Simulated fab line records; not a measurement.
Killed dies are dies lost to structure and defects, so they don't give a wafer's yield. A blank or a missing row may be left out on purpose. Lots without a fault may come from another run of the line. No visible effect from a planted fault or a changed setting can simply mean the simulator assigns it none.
The tool behind it: which one? + flow n5 finfet + 10 lots with 30 wafers sampled at 4 steps, on a route of 1938 steps

## WHAT THE GAUGES SHOWED, per wafer
The record lacks any reading of a measuring or inspecting step that a usual standard deviation could be used to judge.

## WHICH TOOL RAN EACH LOT (tool, then ch and the chambers of the sampled wafers, then the start)
| lot  | N5_BEOL_M13_DESCUM_33              | N5_BEOL_M14_DESCUM_15              | N5_BEOL_M14_ETCH_59                | N5_BEOL_M14_STRIP_63               |
|------|------------------------------------|------------------------------------|------------------------------------|------------------------------------|
| L188 | rie diel-06 ch 0,1, day 12 12:58   | rie diel-01 ch 0,1, day 12 17:52   | rie diel-01 ch 0,1, day 12 17:53   | rie diel-01 ch 0,1, day 12 18:00   |
| L193 | rie diel-02 ch 1,2,3, day 13 12:23 | rie diel-05 ch 0,3, day 13 18:20   | rie diel-05 ch 0,3, day 13 18:22   | rie diel-05 ch 0,3, day 13 18:00   |
| L194 | rie diel-02 ch 0,3, day 13 17:23   | rie diel-05 ch 2,3, day 13 21:08   | rie diel-05 ch 2,3, day 13 21:10   | rie diel-05 ch 2,3, day 13 21:00   |
| L195 | rie diel-06 ch 1,2,3, day 13 22:56 | rie diel-01 ch 0,1,2, day 14 05:06 | rie diel-01 ch 0,1,2, day 14 05:08 | rie diel-01 ch 1,2,3, day 14 05:00 |
| L196 | rie diel-06 ch 0,1,3, day 13 23:28 | rie diel-01 ch 2,3, day 14 06:43   | rie diel-01 ch 2,3, day 14 06:45   | rie diel-01 ch 2,3, day 14 06:00   |
| L198 | rie diel-06 ch 0,2, day 14 23:20   | rie diel-05 ch 0,1,3, day 15 03:36 | rie diel-05 ch 0,1,3, day 15 03:38 | rie diel-05 ch 0,1,3, day 15 03:00 |
| L204 | rie diel-06 ch 1,3, day 16 04:16   | rie diel-01 ch 0,1, day 16 07:47   | rie diel-01 ch 0,1, day 16 07:50   | rie diel-01 ch 0,1, day 16 08:00   |
| L207 | rie diel-04 ch 0,1,2, day 16 20:15 | rie diel-05 ch 1,2,3, day 16 23:51 | rie diel-05 ch 1,2,3, day 16 23:53 | rie diel-05 ch 1,2,3, day 17 00:00 |
| L209 | rie diel-02 ch 0,1,3, day 17 14:18 | rie diel-01 ch 1,2, day 17 18:35   | rie diel-01 ch 1,2, day 17 18:37   | rie diel-01 ch 1,2, day 17 18:00   |
| L208 | rie diel-06 ch 0,1,3, day 17 22:33 | rie diel-01 ch 1,2,3, day 18 02:28 | rie diel-01 ch 1,2,3, day 18 02:31 | rie diel-01 ch 1,2,3, day 18 02:00 |
- N5_BEOL_M13_DESCUM_33: chemistry O2, time 7.9 s.
- N5_BEOL_M14_DESCUM_15: chemistry O2, time 7.9 s.
- N5_BEOL_M14_ETCH_59: etches BARC in N2/H2, target depth 89 nm, overetch 26.7 nm, time 67.9 s.
- N5_BEOL_M14_STRIP_63: strips in O2.

## AS READ BY THE TOOLS THEMSELVES (means over the sampled wafers that have a number; for cases with no such wafer, the mark the record gives instead)
N5_BEOL_M13_DESCUM_33. Usual: drypump motor current A 5.6 A, standard deviation 0.46; oes product au 0.81 a.u., standard deviation 0.085; rf vpp V 242.7 V, standard deviation 1.4; showerhead plenum p Torr 2.07 Torr, standard deviation 0.076; throttle valve pct 20.4 %, standard deviation 0.31.
| lot  | tool        | drypump motor current A (A) | oes product au (a.u.) | rf vpp V (V) | showerhead plenum p Torr (Torr) | throttle valve pct (%) | flag |
|------|-------------|-----------------------------|-----------------------|--------------|---------------------------------|------------------------|------|
| L188 | rie diel-06 | 5.3                         | 0.86                  | 242.4        | 2.10                            | 20.6                   |      |
| L193 | rie diel-02 | 5.5                         | 0.83                  | 242.7        | 2.02                            | 20.3                   |      |
| L194 | rie diel-02 | 5.7                         | 0.73                  | 242.5        | 2.03                            | 20.8                   |      |
| L195 | rie diel-06 | 5.1                         | 0.82                  | 243.9        | 2.11                            | 20.3                   |      |
| L196 | rie diel-06 | 5.2                         | 0.80                  | 242.0        | 2.08                            | 20.6                   |      |
| L198 | rie diel-06 | 5.1                         | 0.81                  | 242.5        | 2.06                            | 20.6                   |      |
| L204 | rie diel-06 | 5.3                         | 0.75                  | 241.9        | 2.05                            | 20.5                   |      |
| L207 | rie diel-04 | 6.0                         | 0.82                  | 243.0        | 2.10                            | 20.5                   |      |
| L209 | rie diel-02 | 5.6                         | 0.74                  | 242.9        | 2.01                            | 20.7                   |      |
| L208 | rie diel-06 | 5.2                         | 0.77                  | 242.5        | 2.07                            | 20.6                   |      |

N5_BEOL_M14_DESCUM_15. Usual: drypump motor current A 5.7 A, standard deviation 0.35; oes product au 0.79 a.u., standard deviation 0.075; rf vpp V 243.6 V, standard deviation 1.4; showerhead plenum p Torr 2.11 Torr, standard deviation 0.078; throttle valve pct 20.46 %, standard deviation 0.17.
| lot  | tool        | drypump motor current A (A) | oes product au (a.u.) | rf vpp V (V) | showerhead plenum p Torr (Torr) | throttle valve pct (%) | flag |
|------|-------------|-----------------------------|-----------------------|--------------|---------------------------------|------------------------|------|
| L188 | rie diel-01 | 6.1                         | 0.75                  | 243.2        | 2.12                            | 20.46                  |      |
| L193 | rie diel-05 | 5.5                         | 0.81                  | 241.1        | 2.03                            | 20.48                  |      |
| L194 | rie diel-05 | 5.5                         | 0.85                  | 242.2        | 2.02                            | 20.62                  |      |
| L195 | rie diel-01 | 6.1                         | 0.78                  | 243.9        | 2.12                            | 20.46                  |      |
| L196 | rie diel-01 | 5.5                         | 0.87                  | 244.9        | 2.17                            | 20.26                  |      |
| L198 | rie diel-05 | 5.6                         | 0.79                  | 242.6        | 2.06                            | 20.41                  |      |
| L204 | rie diel-01 | 6.1                         | 0.72                  | 243.8        | 2.11                            | 20.52                  |      |
| L207 | rie diel-05 | 5.7                         | 0.81                  | 242.8        | 2.05                            | 20.58                  |      |
| L209 | rie diel-01 | 6.1                         | 0.79                  | 244.2        | 2.12                            | 20.44                  |      |
| L208 | rie diel-01 | 5.7                         | 0.79                  | 244.7        | 2.16                            | 20.39                  |      |

N5_BEOL_M14_ETCH_59. Usual: drypump motor current A 5.7 A, standard deviation 0.35; oes product au 0.68 a.u., standard deviation 0.059; rf vpp V 524.6 V, standard deviation 2.5; showerhead plenum p Torr 2.56 Torr, standard deviation 0.082; throttle valve pct 17.89 %, standard deviation 0.25.
| lot  | tool        | drypump motor current A (A) | oes product au (a.u.) | rf vpp V (V) | showerhead plenum p Torr (Torr) | throttle valve pct (%) | flag |
|------|-------------|-----------------------------|-----------------------|--------------|---------------------------------|------------------------|------|
| L188 | rie diel-01 | 6.1                         | 0.65                  | 524.9        | 2.56                            | 17.86                  |      |
| L193 | rie diel-05 | 5.5                         | 0.68                  | 522.2        | 2.48                            | 18.02                  |      |
| L194 | rie diel-05 | 5.5                         | 0.72                  | 522.0        | 2.47                            | 18.19                  |      |
| L195 | rie diel-01 | 6.1                         | 0.67                  | 525.3        | 2.57                            | 17.83                  |      |
| L196 | rie diel-01 | 5.5                         | 0.74                  | 526.3        | 2.65                            | 17.70                  |      |
| L198 | rie diel-05 | 5.6                         | 0.67                  | 523.0        | 2.50                            | 17.84                  |      |
| L204 | rie diel-01 | 6.1                         | 0.63                  | 524.6        | 2.55                            | 17.89                  |      |
| L207 | rie diel-05 | 5.7                         | 0.68                  | 523.1        | 2.49                            | 18.03                  |      |
| L209 | rie diel-01 | 6.1                         | 0.68                  | 526.0        | 2.57                            | 17.83                  |      |
| L208 | rie diel-01 | 5.7                         | 0.68                  | 526.4        | 2.62                            | 17.79                  |      |

N5_BEOL_M14_STRIP_63. Usual: chamber pressure mTorr 29.99 mTorr, standard deviation 0.049; drypump motor current A 5.7 A, standard deviation 0.35; oes product au 0.79 a.u., standard deviation 0.075; rf vpp V 3.5 V, standard deviation 0.8; showerhead plenum p Torr 2.11 Torr, standard deviation 0.079; throttle valve pct 16.70 %, standard deviation 0.17.
| lot  | tool        | chamber pressure mTorr (mTorr) | drypump motor current A (A) | oes product au (a.u.) | rf vpp V (V) | showerhead plenum p Torr (Torr) | throttle valve pct (%) | flag |
|------|-------------|--------------------------------|-----------------------------|-----------------------|--------------|---------------------------------|------------------------|------|
| L188 | rie diel-01 | 30.01                          | 6.1                         | 0.75                  | 3.6          | 2.12                            | 16.75                  |      |
| L193 | rie diel-05 | 30.04                          | 5.5                         | 0.81                  | 3.5          | 2.03                            | 16.74                  |      |
| L194 | rie diel-05 | -                              | -                           | -                     | -            | -                               | -                      | OFF  |
| L195 | rie diel-01 | -                              | -                           | -                     | -            | -                               | -                      | OFF  |
| L196 | rie diel-01 | 29.98                          | 5.5                         | 0.87                  | 3.3          | 2.18                            | 16.48                  |      |
| L198 | rie diel-05 | 29.99                          | 5.6                         | 0.79                  | 3.0          | 2.07                            | 16.67                  |      |
| L204 | rie diel-01 | 29.94                          | 6.1                         | 0.73                  | 3.4          | 2.11                            | 16.81                  |      |
| L207 | rie diel-05 | 29.97                          | 5.6                         | 0.81                  | 3.0          | 2.05                            | 16.79                  |      |
| L209 | rie diel-01 | 30.03                          | 6.1                         | 0.80                  | 3.8          | 2.13                            | 16.69                  |      |
| L208 | rie diel-01 | 29.95                          | 5.7                         | 0.78                  | 4.0          | 2.17                            | 16.64                  |      |

## THE ANSWER, worked out from the rows above alone
Rule: a lot counts as off when the mean over its wafers that have a number is more than 3 standard deviations away from the usual mean. Also off: a lot with no number at a reading for which 4 or more lots have one. All remaining lots with rows at the step are treated as sound. The gauges are gone through in route order, then the tools' own readings, and for those a lot's mean is taken as printed above. At the first step where some lot is off, the reading lying furthest off is the one used; lots without a number count as furthest.
Off: L194, L195 (N5_BEOL_M14_STRIP_63, chamber pressure mTorr). Without a number there: L194, L195.
A tool fits if, at that step or a process step before it, it ran every lot that is off, and no sound lot after the first of them. No candidate that was tried fits.

## WHAT THE SIMULATOR HAD INSERTED
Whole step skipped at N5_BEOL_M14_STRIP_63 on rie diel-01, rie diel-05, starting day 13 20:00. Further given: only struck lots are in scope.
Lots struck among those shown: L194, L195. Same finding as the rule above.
